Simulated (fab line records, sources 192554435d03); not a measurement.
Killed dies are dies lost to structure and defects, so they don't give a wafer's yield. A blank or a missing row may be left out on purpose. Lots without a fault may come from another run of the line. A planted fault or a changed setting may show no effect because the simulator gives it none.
A struck lot beside a sound one | flow n5_finfet | 16 steps out of a route of 1938
Sound: wafers L616.2, L616.3, L616.4. Struck: wafers L622.1, L622.5, L622.6. The cause comes at the end.
At each step with rows: each side's tool, then ch and its chambers, then its first start. Under that, the readings that differ: sound wafers | struck wafers | difference of the means | sigmas: that difference in standard deviations of wafers without a fault.
alike: readings whose means differ by less than 2 such deviations, and words and numbers that are the same on both sides. not compared: withheld readings, readings that some wafer has no value for, bounds like >300 that may hide the same value, and numbers for which the record gives no deviation and whose values overlap.
The two part at a step that has a row with sigmas, a row that says differs or no value, or rows on one side only. Numbers that don't overlap but have no deviation are shown without sigmas and don't part them. A reading that every wafer of one side lacks parts them only if that side has two wafers or more.

first, 7 steps without rows for these wafers: N5_WELL_APT_COAT_02 (resist thk 950 nm); N5_WELL_APT_EBR_04; N5_WELL_APT_SOFTBAKE_03 (time 60 s); N5_WELL_APT_EXPOSE_05 (exposes mask NWELL, defocus 0 nm, target cd 200 nm); N5_WELL_APT_PEB_06 (peb time 90 s); N5_WELL_APT_DEVELOP_07 (develop time 45 s); N5_WELL_APT_HARDBAKE_12 (time 120 s).
N5_WELL_APT_CD_MEAS_08: target cd 200 nm.
  sound on cd_sem-01 ch 0, day 2 14:08; struck on cd_sem-02 ch 0, day 4 01:55
  alike: cd_nm
N5_WELL_APT_OVL_MEAS_09:
  sound on overlay-02 ch 0, day 2 14:10; struck on overlay-01 ch 0, day 4 01:56
  alike: NWELL_OVL
N5_WELL_APT_INSPECT_10: inspects for defects (macro).
  sound on defect_inspect-02, day 2 14:11; struck on defect_inspect-02, day 4 01:58
  alike: raw_defect_count
N5_WELL_APT_DESCUM_13: chemistry O2, time 7.9 s.
  sound on rie_diel-05 ch 0,2, day 2 14:23; struck on rie_diel-04 ch 0,1,2, day 4 02:04
  alike: drypump_motor_current_A, oes_product_au, rf_vpp_V, showerhead_plenum_p_Torr, throttle_valve_pct
  not compared: rf_hours_counter_h
then, 1 step without rows for these wafers: N5_WELL_APT_IMPLANT_14.
N5_WELL_APT_IMPLANT_15:
  sound on implanter-01 ch 0, day 2 14:41; struck on implanter-02 ch 0, day 4 02:42
  alike: beam_on_s, faraday_current_uA
then, 1 step without rows for these wafers: N5_WELL_APT_STRIP_16 (strips in SPM, time 900 s).
-- the record jumps here: 9 days lie between the struck wafers' starts before and after (it left off in module WELL_APT and takes up again in module BEOL_M4, whose first step shown is number 1111 of the route) --
N5_BEOL_M4_RC_MEAS_101:
  sound on prober-01 ch 0, day 8 19:01; struck on prober-01 ch 0, day 12 23:25
  alike: DIBL_N, DIBL_P, IOFF_N, IOFF_P, ION_N, ION_P, SS_N, SS_P, VT_N, VT_P
-- the record jumps here: 3 days lie between the struck wafers' starts before and after (it left off in module BEOL_M4 and takes up again in module PASSIVATION, whose first step shown is number 1936 of the route) --
N5_PASSIVATION_PROBE_49:
  sound on prober-02, day 13 02:38; struck on prober-02, day 16 03:19
  reading     | sound    | struck    | difference | sigmas
  killed_open | 52 82 51 | 101 96 80 | +31        | +2
  alike: defect_limited_yield, killed_at_M0_to_M3, killed_at_M4_up, killed_at_contacts, killed_at_front_end, killed_at_other, killed_dies, killed_short, sort_bin_5_function, sort_bin_6_memory, sort_bin_8_speed, sort_n_pass, sort_yield_pct

WHERE THEY PART
Only at N5_PASSIVATION_PROBE_49, within this record.

WHY: what the simulator had put in
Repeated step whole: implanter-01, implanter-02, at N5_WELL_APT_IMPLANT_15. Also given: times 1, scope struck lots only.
